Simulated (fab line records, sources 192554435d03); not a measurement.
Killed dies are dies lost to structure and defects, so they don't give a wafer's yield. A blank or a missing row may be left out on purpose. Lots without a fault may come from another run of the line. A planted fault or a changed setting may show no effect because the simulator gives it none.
Chamber matching | flow n5_finfet | N5_HKMG_FIN_CVD_62 on thermal_cvd_si-01: 3 sister chambers
The step deposits a-Si from Si2H6, target thk 3 nm, time 20.8 s. 24 wafers are shown with their chamber, then 12 later ones without.

WAFERS WITH THEIR CHAMBER
wafer  | chamber | heater_power_w (W) | heater_power_outer_w (W)
L075.1 | 0       | 1546               | 1136
L075.3 | 2       | 1142               | 720
L075.6 | 1       | 1612               | 1049
L077.3 | 0       | 1540               | 1079
L077.5 | 1       | 1603               | 1094
L077.6 | 2       | 1146               | 720
L079.2 | 0       | 1567               | 1135
L079.3 | 1       | 1580               | 1095
L079.4 | 0       | 1532               | 1114
L081.1 | 1       | 1613               | 1101
L081.2 | 0       | 1498               | 1123
L081.5 | 2       | 1152               | 728
L083.2 | 0       | 1510               | 1115
L083.3 | 2       | 1163               | 723
L083.4 | 0       | 1492               | 1120
L085.1 | 1       | 1599               | 1061
L085.2 | 0       | 1485               | 1104
L085.3 | 2       | 1138               | 718
L087.2 | 2       | 1158               | 743
L087.3 | 1       | 1573               | 1123
L087.5 | 0       | 1548               | 1081
L089.2 | 0       | 1535               | 1121
L089.4 | 0       | 1565               | 1157
L089.6 | 1       | 1605               | 1072

SIGNATURES (means of the wafers above)
reading              | chamber 0 | chamber 1 | chamber 2 | scatter within a chamber
heater_power_w       | 1528.91   | 1597.86   | 1149.83   | 21.9
heater_power_outer_w | 1116.82   | 1085.00   | 725.33    | 21.4
Rule: a wafer's distance from a chamber is the root of the sum, over the readings, of the square of ((its reading less the chamber's mean) divided by the reading's scatter). The wafer belongs to the nearest chamber; if the next one is less than 2 further off, it can't be placed. The scatter: the root of (the sum of the squares of (reading less its chamber's mean) over the shown wafers, divided by (wafers less chambers)).

WAFERS WITHOUT THEIR CHAMBER
wafer  | heater_power_w (W) | heater_power_outer_w (W)
L091.1 | 1543               | 1107
L091.2 | 1624               | 1081
L091.4 | 1517               | 1127
L093.1 | 1517               | 1135
L093.5 | 1122               | 706
L093.6 | 1556               | 1136
L095.2 | 1155               | 728
L095.3 | 1511               | 1116
L095.5 | 1533               | 1114
L097.1 | 1537               | 1128
L097.2 | 1162               | 719
L097.4 | 1618               | 1070

WHICH CHAMBER EACH WENT THROUGH
wafer  | from the rows above     | in truth
L091.1 | can't be placed: 0 or 1 | 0
L091.2 | 1                       | 1
L091.4 | 0                       | 0
L093.1 | 0                       | 0
L093.5 | 2                       | 2
L093.6 | can't be placed: 0 or 1 | 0
L095.2 | 2                       | 2
L095.3 | 0                       | 0
L095.5 | 0                       | 0
L097.1 | 0                       | 0
L097.2 | 2                       | 2
L097.4 | 1                       | 1
Placed correctly: 10 of 12. Can't be placed from these rows: 2 (the true chamber is among the candidates in 2). Placed wrongly: 0.
